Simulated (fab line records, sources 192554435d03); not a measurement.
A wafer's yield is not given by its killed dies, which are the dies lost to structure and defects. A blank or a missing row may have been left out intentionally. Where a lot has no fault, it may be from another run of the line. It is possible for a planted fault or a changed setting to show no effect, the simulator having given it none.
Which tool did it?	flow n5_finfet	Sampling: 10 lots, 27 wafers, 5 of 1938 route steps

== WHAT THE GAUGES SHOWED, per wafer ==
N5_BEOL_M0_INSPECT_127: inspects for defects (darkfield).
lot	measured	on	raw_defect_count
L428	day 6 13:07	defect_inspect-01	65 128 81
L429	day 6 19:59	defect_inspect-01	76 30 93
L434	day 8 07:43	defect_inspect-01	78 96 42
L435	day 8 23:16	defect_inspect-01	78 127
L438	day 9 04:41	defect_inspect-01	38 51
L440	day 9 16:13	defect_inspect-02	50 45
L442	day 10 01:21	defect_inspect-01	89 63 125
L444	day 10 19:14	defect_inspect-01	70 87 78
L447	day 11 08:14	defect_inspect-02	35 43 32
L448	day 11 11:19	defect_inspect-02	89 80 55

N5_BEOL_M1_CD_MEAS_11 targets a cd of 17.05 nm.
lot	measured	on	cd_nm (nm)
L428	day 6 15:44	cd_sem-03	17.25 17.29 16.92
L429	day 6 22:32	cd_sem-01	16.97 16.98 17.04
L434	day 8 08:56	cd_sem-03	17.11 16.82 17.35
L435	day 8 23:56	cd_sem-01	17.43 16.57
L438	day 9 05:17	cd_sem-01	16.69 17.00
L440	day 9 16:56	cd_sem-01	16.69 17.01
L442	day 10 02:46	cd_sem-03	17.18 16.88 17.08
L444	day 10 20:57	cd_sem-02	17.17 16.80 16.21
L447	day 11 10:21	cd_sem-02	17.03 17.10 16.77
L448	day 11 13:14	cd_sem-02	16.69 17.14 17.65

N5_BEOL_M4_RC_MEAS_101.
lot	measured	on	DIBL_N (mV/V)	DIBL_P (mV/V)	IOFF_N (nA/um)	IOFF_P (nA/um)	ION_N (uA/um)	ION_P (uA/um)	SS_N (mV/dec)	SS_P (mV/dec)	VT_N (mV)	VT_P (mV)
L428	day 8 04:02	prober-02	36.6 36.5 37.0	35.3 34.2 35.8	0.157 0.150 0.172	0.211 0.201 0.227	666 667 672	463 459 464	71.3 72.1 71.7	72.8 73.1 73.0	249.4 252.6 248.8	-248.3 -251.7 -248.0
L429	day 9 02:45	prober-01	35.1 34.0 35.6	36.3 34.5 37.5	0.140 0.123 0.162	0.184 0.166 0.199	657 662 678	452 454 459	71.0 71.6 71.6	72.7 72.7 73.4	250.2 251.7 249.5	-253.4 -255.6 -253.3
L434	day 10 09:23	prober-02	34.4 36.3 35.7	35.5 37.5 36.6	0.140 0.174 0.159	0.198 0.229 0.215	668 675 668	457 464 458	71.3 71.7 71.5	72.5 73.4 73.4	252.3 248.8 250.5	-248.4 -248.3 -249.8
L435	day 10 18:01	prober-01	36.1 35.7	37.7 37.2	0.172 0.164	0.219 0.210	683 677	464 464	71.6 72.1	73.4 73.6	248.2 248.6	-248.6 -251.2
L438	day 10 17:12	prober-02	38.0 36.8	38.7 37.5	0.196 0.172	0.258 0.242	672 673	464 459	72.0 72.2	73.9 74.5	248.1 250.8	-245.5 -247.8
L440	day 11 14:20	prober-02	37.9 38.2	39.0 39.6	0.177 0.188	0.217 0.213	671 659	462 452	71.5 72.3	73.3 73.2	249.7 244.9	-253.4 -249.8
L442	day 11 19:55	prober-02	36.7 35.7 34.9	37.1 36.7 35.7	0.162 0.147 0.131	0.224 0.218 0.195	672 673 666	470 466 462	71.6 71.1 71.6	73.3 73.3 73.3	249.7 252.8 253.9	-247.1 -246.9 -247.2
L444	day 12 18:50	prober-02	35.7 35.6 35.6	36.6 36.9 36.2	0.176 0.173 0.174	0.214 0.209 0.202	678 675 682	460 461 459	71.9 72.3 72.5	73.4 73.1 73.6	248.0 249.2 247.9	-253.1 -250.9 -251.1
L447	day 12 22:19	prober-02	38.6 36.9 39.0	37.3 36.2 37.4	0.201 0.162 0.196	0.240 0.213 0.229	679 664 666	465 454 460	71.2 70.9 71.8	73.5 73.0 73.7	245.6 249.2 246.6	-246.5 -248.0 -249.1
L448	day 13 12:11	prober-01	36.0 37.5 36.9	36.4 38.9 38.2	0.163 0.194 0.180	0.219 0.256 0.244	675 671 674	461 460 465	71.3 71.9 71.4	73.2 73.7 73.9	246.9 245.0 247.3	-248.3 -248.7 -248.9

== WHAT TOOL EACH LOT RAN ON (gives the tool, then ch and the chambers of the sampled wafers, and finally the start) ==
lot	N5_BEOL_M1_PECVD_72	N5_BEOL_M1_ETCH_63
L428	pecvd-03 ch 0,1,2, day 6 13:15	rie_diel-06 ch 0,1, day 6 15:54
L429	pecvd-02 ch 0,1,2, day 6 20:08	rie_diel-05 ch 1,2, day 6 22:43
L434	pecvd-02 ch 0,1,2, day 8 07:52	rie_diel-06 ch 1,2,3, day 8 09:07
L435	pecvd-03 ch 0,2, day 8 23:24	rie_diel-06 ch 0,2, day 9 00:06
L438	pecvd-03 ch 0,1, day 9 04:51	rie_diel-06 ch 2,3, day 9 05:56
L440	pecvd-03 ch 0,1, day 9 16:22	rie_diel-06 ch 1,2, day 9 17:07
L442	pecvd-03 ch 1,2, day 10 01:29	rie_diel-02 ch 0,1, day 10 02:56
L444	pecvd-02 ch 0,2, day 10 19:23	rie_diel-02 ch 0,1,3, day 10 21:11
L447	pecvd-01 ch 0,2, day 11 08:23	rie_diel-05 ch 0,2,3, day 11 10:32
L448	pecvd-01 ch 1,2, day 11 11:28	rie_diel-02 ch 2,3, day 11 13:25
- N5_BEOL_M1_PECVD_72: deposits SiO2 from TEOS/O2, target thk 16 nm, time 18 s.
- N5_BEOL_M1_ETCH_63: etches SiARC in CF4, target depth 15.6 nm, time 26 s.

== AS READ BY THE TOOLS THEMSELVES (means over the sampled wafers that have a number; for cases with no such wafer, the mark the record gives instead) ==
N5_BEOL_M1_PECVD_72.
lot	tool	heater_power_w (W)	showerhead_plenum_p_Torr (Torr)	susceptor_temp_C (C)	throttle_valve_pct (%)
L428	pecvd-03	665	8.75	400.05	21.5
L429	pecvd-02	663	8.75	400.01	22.2
L434	pecvd-02	654	8.75	399.98	22.2
L435	pecvd-03	744	8.77	399.77	21.6
L438	pecvd-03	596	8.77	400.00	21.7
L440	pecvd-03	622	8.76	400.27	21.6
L442	pecvd-03	657	8.75	399.98	21.5
L444	pecvd-02	643	8.71	400.09	22.7
L447	pecvd-01	570	8.83	399.93	22.2
L448	pecvd-01	525	8.81	399.99	22.4

N5_BEOL_M1_ETCH_63.
lot	tool	cf4_flow_sccm (sccm)	drypump_motor_current_A (A)	etch_rf_on_time_s (s)	oes_product_au (a.u.)	rf_vpp_V (V)	showerhead_plenum_p_Torr (Torr)	throttle_valve_pct (%)
L428	rie_diel-06	99.8	5.6	26.1	0.68	184.0	2.10	15.46
L429	rie_diel-05	100.2	5.7	25.7	0.65	184.5	2.19	15.81
L434	rie_diel-06	99.8	6.2	26.1	0.67	183.9	2.09	15.64
L435	rie_diel-06	100.7	6.1	22.8	0.75	182.7	2.16	15.51
L438	rie_diel-06	100.3	6.5	22.8	0.74	183.1	2.11	15.67
L440	rie_diel-06	100.0	6.0	23.2	0.70	182.9	2.09	15.70
L442	rie_diel-02	100.5	5.2	25.6	0.72	184.8	2.25	15.74
L444	rie_diel-02	99.9	5.7	26.0	0.71	185.0	2.22	15.59
L447	rie_diel-05	100.3	5.6	25.7	0.73	184.4	2.17	15.54
L448	rie_diel-02	100.4	5.6	26.3	0.70	182.0	2.11	15.43

== THE ANSWER, worked out from the rows above alone ==
Rule: the usual values come from the lots themselves. The widest of any qualifying gaps counts: lots, ordered by their means at a reading, are off when they make up no more than a third of the lots, leave a main group of 4 or more, and stand apart from it by 3 or more times the standard deviation of that group's means. A main group is skipped when, at the precision printed for the reading in the tables above, its means are all equal. Also off: a lot with no number at a reading for which 4 or more lots have one. Where the step has rows for the other lots, those lots are counted as sound. First the gauges in route order, then the tools' own readings, where a lot's mean is used as printed above. At the first step where some lot is off, the reading lying furthest off is the one used; lots without a number count as furthest.
Off: L435, L438, L440 (N5_BEOL_M1_ETCH_63, etch_rf_on_time_s). Main group: mean 25.9 s, sd 0.24.
If a tool, at that step or one of the process steps before it, ran each lot that is off and ran no sound lot following the first of them, it fits. One fits: rie_diel-06 at N5_BEOL_M1_ETCH_63. Its last sound lot is L434 (day 8 09:07), its first lot that is off L435 (day 9 00:06): a fault that began between those two fits.
On the lots that are off, the tool's own readings at N5_BEOL_M1_ETCH_63 differ by more than 5 times the standard deviation of the sound lots' means, which bears it out; etch_rf_on_time_s reads 22.9 s there versus 25.9 s on the sound lots.

== WHAT HAD BEEN PUT IN BY THE SIMULATOR ==
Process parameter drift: rie_diel-06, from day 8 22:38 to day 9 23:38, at N5_BEOL_M1_ETCH_63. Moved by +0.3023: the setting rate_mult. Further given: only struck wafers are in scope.
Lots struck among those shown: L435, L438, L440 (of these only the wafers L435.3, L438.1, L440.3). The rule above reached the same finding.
